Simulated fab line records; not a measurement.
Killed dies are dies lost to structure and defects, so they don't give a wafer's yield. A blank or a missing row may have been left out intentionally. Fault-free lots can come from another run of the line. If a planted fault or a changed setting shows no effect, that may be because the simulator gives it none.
fab line records	flow n5-finfet
record lots=4	wafers=12	last-day=16
route steps=1938 shown BEOL_M13@1684 BEOL_M14@1716 BEOL_M15@1830
lots that met no fault: from a run of the same line without faults
start-h: the number of hours between the record's first day and the start of the first shown wafer of the lot	wait-h: hours elapsed since this lot's preceding step	" same as the row above	L1.1+2: one row covering several wafers at once	- no value, or no start given	* or withheld: withheld	< > ~ a bound
route shown NAME@n: NAME is a module with steps in the file, n the number in the route of the first one	usual: mean and standard deviation over wafers with no fault	same: alike in all rows	chamber/n: place in a boat	sites: each site's reading	_std_site: standard deviation across them	_edge_site: mean of outer sites minus mean of inner sites	radius-mm: for every site, how far away it sits from the centre of the wafer	mask NAME#n: copy n	behind: tool/chamber where the wafer was last shaped	hold: what put the lot on hold/how long, in hours/how the hold closed	device: transistor that didn't switch, given as n, p or np	end of line: tests run on the same wafers once the route is complete	where a step has no rows: the recipe by itself	killed: not the wafer's yield, but the dies lost to structure and defects at the first sort	map: shows each die of a wafer: x if killed, . if not, _ if none is there
set.NAME: the setting that was run; set.NAME@STEP: the one run at that earlier step	model.NAME: the simulator's own value behind a step, which no gauge read
certain route steps with their lots: each step a table, each wafer a row
services: a tool's chamber out of use, with start hour (start-h, from the record's first day; less than 0 if before it), hours out, and reason
## steps
# step N5_BEOL_M13_SOFTBAKE_23
# recipe temp-c=130	time-s=60
# step N5_BEOL_M13_EXPOSE_25
# recipe mask-id=M13	na=0.93	source-shape=conventional	sigma-outer=0.4	polarization=unpolarized	target-cd-nm=210	dose-mj=22
# step N5_BEOL_M13_PEB_26
# recipe peb-temp-c=130	peb-time-s=90
# step N5_BEOL_M13_DEVELOP_27
# recipe develop-time-s=45	rinse-liquid=diw	dry=air-spin	dev-temp-c=21
# step N5_BEOL_M13_HARDBAKE_32
# recipe temp-c=130	time-s=120
# step N5_BEOL_M13_DESCUM_33
# recipe chemistry=O2	time-s=7.9	source-power-w=50	bias-power-w=20	pressure-mtorr=20	rf-frequency-hz=2.712e+07	temp-c=40	o2-flow-sccm=225
# step N5_BEOL_M13_ETCH_67
# recipe chemistry=CF4	target=SiARC	target-depth-a=1430	time-s=238.3	ion-energy-ev=80	pressure-mtorr=40	source-w=545	bias-w=36	Ar_flow_sccm=100	cf4-flow-sccm=100	ends=cleared
# step N5_BEOL_M13_ETCH_68
# recipe chemistry=N2/H2	target=SOC	mask-material=SiARC	source-w=3000	bias-w=350	temp-c=40	time-s=355	ion-energy-ev=200	pressure-mtorr=30	n2-flow-sccm=200	h2-flow-sccm=200
# step N5_BEOL_M13_STRIP_69
# recipe chemistry=N2/H2	temp-c=40	n2-flow-sccm=200	h2-flow-sccm=200	rf-frequency-hz=6e+07
# step N5_BEOL_M13_TRENCH_ETCH_34
# recipe chemistry=C4F8/O2/Ar	target=SiOC	target-depth-a=4134.7	mask-material=SOC	pressure-mtorr=30	source-w=3000	bias-w=700	Ar_flow_sccm=400	C4F8_flow_sccm=15	O2_flow_sccm=8	he-inner-torr=15	he-outer-torr=30	time-s=162.6	ion-energy-ev=250
# usual drypump-motor-current-A=5.9/0.38	oes-product-au=0.78/0.1	rf-vpp-V=665/4	showerhead-plenum-p-Torr=3.41/0.14	throttle-valve-pct=24.2/0.31
lot.wafer	tool	chamber	start-h	wait-h	drypump-motor-current-A	oes-product-au	rf-hours-counter-h	rf-vpp-V	showerhead-plenum-p-Torr	throttle-valve-pct	model.etch.depth-nm
L759.2	rie-diel-05	3	289.94	0.0	6.1	0.66	247	669	3.51	24.4	398.9
L759.3	"	1	"	"	6.0	0.71	201	666	3.39	24.0	406.7
L759.6	"	2	"	"	6.2	0.95	-	671	3.63	23.7	419.7
L760.2	rie-diel-01	1	296.41	0.0	6.1	0.68	247	666	3.36	24.5	393.3
L760.3	"	3	"	"	5.6	0.68	227	668	3.53	24.5	406.4
L760.5	"	3	"	"	5.6	0.68	-	669	3.53	24.6	404.1
L766.3	rie-diel-01	1	351.18	0.0	6.1	0.94	10	663	3.36	24.2	390.9
L766.5	"	2	"	"	5.2	0.82	-	663	3.32	24.1	375.7
L766.6	"	3	"	"	5.6	0.67	-	667	3.52	24.6	376.7
L770.1	rie-diel-01	2	357.47	0.0	5.2	0.83	66	662	3.32	24.1	380.8
L770.2	"	0	"	"	6.2	0.96	2	673	3.64	24.0	394.7
L770.3	"	1	"	"	6.1	0.93	12	665	3.35	24.2	395
# step N5_BEOL_M13_STRIP_70
# recipe chemistry=C4F8/O2/Ar	resist=SiARC	rf-frequency-hz=6e+07
# step N5_BEOL_M13_OCD_MEAS_35
# usual trench-depth-nm=411/6.7
lot.wafer	tool	chamber	start-h	wait-h	trench-depth-nm
L759.2	ocd-01	-	290.11	0.0	399
L759.3	"	-	"	"	407
L759.6	"	-	"	"	420
L760.2	ocd-01	-	296.59	0.0	394
L760.3	"	-	"	"	406
L760.5	"	-	"	"	404
L766.3	ocd-01	-	351.36	0.0	391
L766.5	"	-	"	"	376
L766.6	"	-	"	"	377
L770.1	ocd-02	-	357.64	0.0	380
L770.2	"	-	"	"	395
L770.3	"	-	"	"	395
# step N5_BEOL_M13_STRIP_37
# recipe chemistry=N2/H2	power-w=1000	temp-c=250	h2-frac=0.65	overash-fraction=0.3	pressure-mtorr=withheld	n2-flow-sccm=1750	h2-flow-sccm=3250
# step N5_BEOL_M13_ETCH_38
# recipe chemistry=CF4/N2	target=SiCN	target-depth-a=675	taper-deg=2	time-s=71.9	ion-energy-ev=150	mask-material=SiO2	pressure-mtorr=40	source-w=430	bias-w=70	Ar_flow_sccm=100	cf4-flow-sccm=60	n2-flow-sccm=60
# step N5_BEOL_M13_PRECLEAN_39
# recipe chemistry=residue-remover	time-s=60	temp-c=40
# step N5_BEOL_M13_SRD_40
# recipe time-s=30	temp-c=23	rinse-liquid=diw	dry=n2-spin	spin-rpm=1500	dry-time-s=30
# step N5_BEOL_M13_DEGAS_41
# recipe ambient=vacuum	temp-c=250	time-s=60
# step N5_BEOL_M13_PRE_CLEAN_42
# recipe gas=H2/He	time-s=30	temp-c=250
# step N5_BEOL_M13_SPUTTER_43
# recipe material=TaN	target-thk-a=150	temp-c=50	bias-v=168.6	power-w=15000	chamber-pressure-pa=0.12	time-s=24.19
# step N5_BEOL_M13_SPUTTER_44
# recipe material=Ta	target-thk-a=100	temp-c=50	bias-v=80	power-w=15000	chamber-pressure-pa=0.07	time-s=16.13
# step N5_BEOL_M13_SPUTTER_45
# recipe material=Cu	target-thk-a=800	temp-c=-20	bias-v=60	power-w=26000	chamber-pressure-pa=0.13	time-s=13.33
# step N5_BEOL_M13_ECD_47
# recipe material=Cu	target-thk-a=9360
# step N5_BEOL_M13_ANNEAL_48
# recipe temp-c=225	time-s=90	ambient=N2
# step N5_BEOL_M13_CMP_49
# recipe stop-on=SiOC	t-overpolish-s=17.1	down-force-psi=1	platen-rpm=50	clearing-platen-down-force-psi=1.5	clearing-platen-rpm=50	post-cmp-clean=cu-alkaline	target-thk-nm=420	clearing-platen-pad-velocity-m-s=0.99484	pad-velocity-m-s=0.99484
# usual barrier-field-endpoint-s=30.1/0.64	motor-current-A=5.8/0.63	overpolish-run-s=17.101/0.0095
# same t-overpolish-s=17.1
lot.wafer	tool	chamber	start-h	wait-h	barrier-field-endpoint-s	motor-current-A	overpolish-run-s	model.Cu_of_BEOL_M13_ECD_47.thk-nm
L759.2	cmp-01	2	293.15	0.2	29.6	6.3	17.097	406
L759.3	"	1	"	"	28.9	6.5	17.091	413.2
L759.6	"	2	"	"	30.6	6.3	17.105	426.4
L760.3	cmp-01	2	300.95	0.3	29.9	6.3	17.099	412.8
L760.2	"	3	"	"	30.7	5.5	17.096	399.4
L760.5	"	0	"	"	30.3	4.9	17.099	410.6
L766.3	cmp-02	3	354.77	0.2	31.3	5.2	17.112	398.6
L766.5	"	1	"	"	30.7	5.9	17.094	384.2
L766.6	"	2	"	"	31.0	6.8	17.093	384
L770.1	cmp-01	2	362.11	0.3	29.9	6.4	17.089	386.4
L770.3	"	3	"	"	29.7	5.4	17.099	399.4
L770.2	"	1	"	"	29.9	6.6	17.100	400.2
# step N5_BEOL_M13_THK_MEAS_50
# recipe thk-meas-gauge=xrf	reads=Cu_of_BEOL_M13_ECD_47
# usual M13_THK=412/7.1
lot.wafer	tool	chamber	start-h	wait-h	M13_THK[nm]
L759.2	film-metro-01	-	293.44	-	401
L759.3	"	-	"	"	408
L759.6	"	-	"	"	420
L760.2	film-metro-02	-	301.17	-	395
L760.3	"	-	"	"	406
L760.5	"	-	"	"	404
L766.3	film-metro-01	-	354.99	-	393
L766.5	"	-	"	"	379
L766.6	"	-	"	"	381
L770.1	film-metro-01	-	362.40	-	379
L770.2	"	-	"	"	390
L770.3	"	-	"	"	391
# step N5_BEOL_M13_PRE_CLEAN_52
# recipe gas=NH3	time-s=15	temp-c=withheld	rf-power-w=300
# step N5_BEOL_M13_DEP_53
# recipe material=SiCN	target-thk-a=500	temp-c=withheld	precursor=3MS/NH3	pressure-torr=3	rf-w=675	time-s=17.8
# step N5_BEOL_M13_RS_MEAS_54
# recipe thk-meas-gauge=four-point-probe	reads=Cu_of_BEOL_M13_ECD_47+Ta_of_BEOL_M13_SPUTTER_44+TaN_of_BEOL_M13_SPUTTER_43
# usual M13_RS=0.0451/0.00075
lot.wafer	tool	chamber	start-h	wait-h	M13_RS[ohm/sq]
L759.2	film-metro-01	-	293.57	0.1	0.0464
L759.3	"	-	"	"	0.0456
L759.6	"	-	"	"	0.0442
L760.2	film-metro-01	-	301.30	0.1	0.0472
L760.3	"	-	"	"	0.0458
L760.5	"	-	"	"	0.0459
L766.3	film-metro-02	-	355.12	0.1	0.0475
L766.5	"	-	"	"	0.0494
L766.6	"	-	"	"	0.0493
L770.1	film-metro-02	-	362.53	0.0	0.0489
L770.2	"	-	"	"	0.0472
L770.3	"	-	"	"	0.0473
# step N5_BEOL_M14_ILD_DEP_00
# recipe material=SiO2	target-thk-a=11193	temp-c=400	precursor=TEOS/O2	pressure-torr=6.5	rf-w=900	teos-flow-sccm=161.4	gas=O2	flow-sccm=2650	time-s=237.4
# step N5_BEOL_M14_COAT_58
# recipe resist=BARC	temp-c=205	time-s=60	spin-rpm=1500	resist-thk-nm=89
# step N5_BEOL_M14_COAT_04
# recipe spin-rpm=1704	resist-thk-nm=800
# step N5_BEOL_M14_EBR_06
# recipe solvent=PGMEA	ebr-width-mm=1.5
# step N5_BEOL_M14_SOFTBAKE_05
# recipe temp-c=130	time-s=60
# step N5_BEOL_M14_EXPOSE_07
# recipe mask-id=V13	na=0.8	source-shape=annular	sigma-inner=0.5	sigma-outer=0.8	polarization=unpolarized	attpsm-phase-deg=180	dose-mj=57
# step N5_BEOL_M14_PEB_08
# recipe peb-temp-c=130	peb-time-s=90
# step N5_BEOL_M14_DEVELOP_09
# recipe develop-time-s=45	rinse-liquid=diw	dry=air-spin	dev-temp-c=21
# step N5_BEOL_M14_HARDBAKE_14
# recipe temp-c=130	time-s=120
# step N5_BEOL_M15_RC_MEAS_101
# usual COMB_M10=1.5e-11/3.1e-12	COMB_M11=1.5e-11/3.2e-12	COMB_M12=6.5e-12/1.3e-12	COMB_M13=5.1e-12/1.1e-12	COMB_M14=4.1e-12/8.3e-13	COMB_M15=3e-12/6.1e-13	COMB_M5=3.8e-11/7.2e-12	COMB_M6=2.5e-11/5.3e-12	COMB_M6_max_site=3.7e-11/8.7e-12	COMB_M7=2.6e-11/5.4e-12	COMB_M8=2.6e-11/5.6e-12	COMB_M8_max_site=3.8e-11/1e-11	COMB_M9=1.5e-11/3.2e-12	COMB_M9_max_site=2.1e-11/4.7e-12	SERP_M10=3.04/0.068	SERP_M11=3.05/0.1	SERP_M12=0.628/0.014	SERP_M13=0.309/0.0064	SERP_M13_max_site=0.312/0.0067	SERP_M14=0.159/0.0036	SERP_M5=38.7/1.7	SERP_M5_max_site=40.0/1.8	SERP_M6=13.8/0.56	SERP_M7=13.6/0.55	SERP_M8=13.6/0.43	SERP_M9=3.06/0.093
lot.wafer	tool	chamber	start-h	wait-h	COMB_M10[S/m]	COMB_M11[S/m]	COMB_M12[S/m]	COMB_M13[S/m]	COMB_M14[S/m]	COMB_M15[S/m]	COMB_M5[S/m]	COMB_M6[S/m]	COMB_M6_max_site[S/m]	COMB_M7[S/m]	COMB_M8[S/m]	COMB_M8_max_site[S/m]	COMB_M9[S/m]	COMB_M9_max_site[S/m]	SERP_M10[ohm/um]	SERP_M11[ohm/um]	SERP_M12[ohm/um]	SERP_M13[ohm/um]	SERP_M13_max_site[ohm/um]	SERP_M14[ohm/um]	SERP_M5[ohm/um]	SERP_M5_max_site[ohm/um]	SERP_M6[ohm/um]	SERP_M7[ohm/um]	SERP_M8[ohm/um]	SERP_M9[ohm/um]
L759.2	prober-01	0	308.71	0.2	1.5e-11	1.1e-11	7.1e-12	4.7e-12	3.8e-12	3e-12	2.2e-11	1.9e-11	2.9e-11	4.1e-11	3.1e-11	3.6e-11	1.5e-11	1.7e-11	2.97	2.95	0.646	0.313	0.315	0.157	39.3	40.6	13.1	14.0	13.5	3.07
L759.3	"	0	"	"	1.8e-11	1.3e-11	5.4e-12	6.5e-12	3.2e-12	2.6e-12	3e-11	2.7e-11	3.7e-11	3.9e-11	3.8e-11	5e-11	1.7e-11	1.9e-11	3.11	3.08	0.625	0.309	0.312	0.157	38.1	39.7	13.8	12.9	13.1	3.11
L759.6	"	0	"	"	1.6e-11	1.6e-11	6e-12	4.4e-12	4.1e-12	4e-12	2.4e-11	2.9e-11	4.2e-11	3.4e-11	2.6e-11	5.3e-11	2e-11	2.3e-11	2.99	3.12	0.643	0.297	0.300	0.158	37.3	39.9	13.4	13.2	13.4	2.99
L760.2	prober-01	0	318.10	0.2	1.2e-11	1.1e-11	5.5e-12	3.9e-12	3.6e-12	3.4e-12	4e-11	2.7e-11	4.2e-11	3.5e-11	1.9e-11	2e-11	2.3e-11	3.3e-11	3.05	3.00	0.618	0.323	0.327	0.156	40.3	41.4	13.4	14.4	13.4	3.07
L760.3	"	0	"	"	1.4e-11	1.4e-11	6.2e-12	6e-12	2.7e-12	2.6e-12	3.5e-11	2.1e-11	2.9e-11	2.5e-11	1.8e-11	2.6e-11	1.5e-11	2e-11	3.03	2.89	0.652	0.312	0.316	0.156	37.6	39.6	14.3	14.1	14.2	3.02
L760.5	"	0	"	"	1.4e-11	1.3e-11	6.3e-12	6.2e-12	3.6e-12	3.8e-12	3e-11	2.6e-11	3.7e-11	2.1e-11	2.3e-11	4.2e-11	1.3e-11	1.8e-11	3.07	3.06	0.635	0.319	0.324	0.159	39.8	41.4	13.7	13.5	13.6	3.11
L766.3	prober-02	0	372.47	0.3	2e-11	1.9e-11	9.1e-12	4.5e-12	4.6e-12	2.2e-12	5e-11	1.8e-11	2.1e-11	2.9e-11	2.9e-11	4.1e-11	1e-11	1.6e-11	2.98	3.17	0.621	0.317	0.320	0.166	40.8	42.0	14.0	13.2	13.9	2.99
L766.5	"	0	"	"	1.2e-11	1.8e-11	6.3e-12	4.7e-12	4.1e-12	2.7e-12	3.5e-11	2.2e-11	2.8e-11	2.7e-11	2.7e-11	3.4e-11	1e-11	1.4e-11	3.06	3.16	0.628	0.334	0.336	0.160	35.9	36.8	14.0	13.5	13.5	3.04
L766.6	"	0	"	"	1.6e-11	1.5e-11	8.1e-12	3.7e-12	5.2e-12	2.9e-12	4.4e-11	2.4e-11	2.8e-11	2.9e-11	3.2e-11	5.5e-11	1.5e-11	1.9e-11	2.91	3.18	0.646	0.339	0.342	0.159	35.9	37.6	13.9	13.6	14.1	3.02
L770.1	prober-01	0	380.52	0.0	1.3e-11	1.8e-11	6.2e-12	5.7e-12	4.6e-12	2.8e-12	3.4e-11	2.5e-11	3.4e-11	2.8e-11	2e-11	3.1e-11	1.4e-11	1.7e-11	3.02	3.08	0.615	0.336	0.337	0.162	38.8	39.5	13.8	13.9	14.1	3.03
L770.2	"	0	"	"	1.7e-11	1.8e-11	9.4e-12	7e-12	3.8e-12	3.7e-12	3.1e-11	2.8e-11	3.4e-11	2.6e-11	2.6e-11	3.5e-11	1.4e-11	1.7e-11	2.95	2.96	0.608	0.326	0.331	0.165	36.4	37.5	13.7	13.8	13.6	3.07
L770.3	"	0	"	"	1.9e-11	1.2e-11	9.2e-12	5.4e-12	4.4e-12	3.7e-12	3.1e-11	2.5e-11	3.4e-11	2.6e-11	1.8e-11	2.3e-11	1.1e-11	1.7e-11	2.96	3.08	0.625	0.325	0.328	0.160	39.7	40.8	13.6	14.3	14.1	3.10
# sites SERP_M13 radius-mm=0,75,75,75,75,140,140,140,140
L759.2 0.313 0.314 0.315 0.313 0.312 0.314 0.312 0.311 0.314
L760.2 0.321 0.322 0.322 0.323 0.323 0.327 0.324 0.327 0.326
L766.3 0.317 0.319 0.315 0.320 0.315 0.317 0.315 0.320 0.315
L770.1 0.336 0.336 0.336 0.337 0.336 0.330 0.332 0.333 0.335
## services
tool	chamber	start-h	hours	kind
cmp-01	-	295.19	3.3	repair
rie-diel-05	3	298.74	-	clean
rie-diel-05	3	298.74	-	consumable-replace:focus-ring
rie-diel-05	3	298.74	22.1	scheduled-down
rie-diel-05	3	298.74	22.1	vent-cycle
rie-diel-01	1	303.50	-	clean
rie-diel-01	1	303.50	-	consumable-replace:focus-ring
rie-diel-01	1	303.50	23.9	scheduled-down
rie-diel-01	1	303.50	23.9	vent-cycle
rie-diel-01	0	327.72	-	clean
rie-diel-01	0	327.72	-	consumable-replace:focus-ring
rie-diel-01	0	327.72	-	consumable-replace:showerhead
rie-diel-01	0	327.72	23.3	scheduled-down
rie-diel-01	0	327.72	23.3	vent-cycle
cmp-02	-	339.40	4.0	pm
cmp-02	-	343.40	-	consumable-replace:conditioner
cmp-02	-	343.40	-	consumable-replace:pad
rie-diel-01	3	354.42	-	clean
rie-diel-01	3	354.42	-	consumable-replace:focus-ring
rie-diel-01	3	354.42	17.7	scheduled-down
rie-diel-01	3	354.42	17.7	vent-cycle
## key
first-sign step=N5_BEOL_M13_OCD_MEAS_35	reading=trench-depth-nm	direction=down	sigmas=3.9	usual=411	struck=386
effect step=N5_BEOL_M13_THK_MEAS_50	reading=M13_THK	direction=down	sigmas=3.7	usual=412	struck=385
effect step=N5_BEOL_M13_RS_MEAS_54	reading=M13_RS	direction=up	sigmas=4.1	usual=0.0451	struck=0.0482
effect step=N5_BEOL_M15_RC_MEAS_101	reading=SERP_M13	direction=up	sigmas=3.3	usual=0.309	struck=0.329
model-effect step=N5_BEOL_M13_TRENCH_ETCH_34	value=etch.depth-nm	without=415.7	struck=385.6
model-effect step=N5_BEOL_M13_CMP_49	value=Cu_of_BEOL_M13_ECD_47.thk-nm	without=422.2	struck=392.1
met-at N5_BEOL_M13_TRENCH_ETCH_34
struck-wafers L766.3,L766.5,L766.6,L770.1,L770.2,L770.3
onset-between 296.41 351.18
also-fits time
fault kind=process-parameter-drift	tool=rie-diel-01	chamber=-	onset-h=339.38	steps=N5_BEOL_M13_TRENCH_ETCH_34	channel=target-depth-a	offset=-299.38	shape=step	end-h=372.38	acts-in=these-recipes-only	stated=4134.7
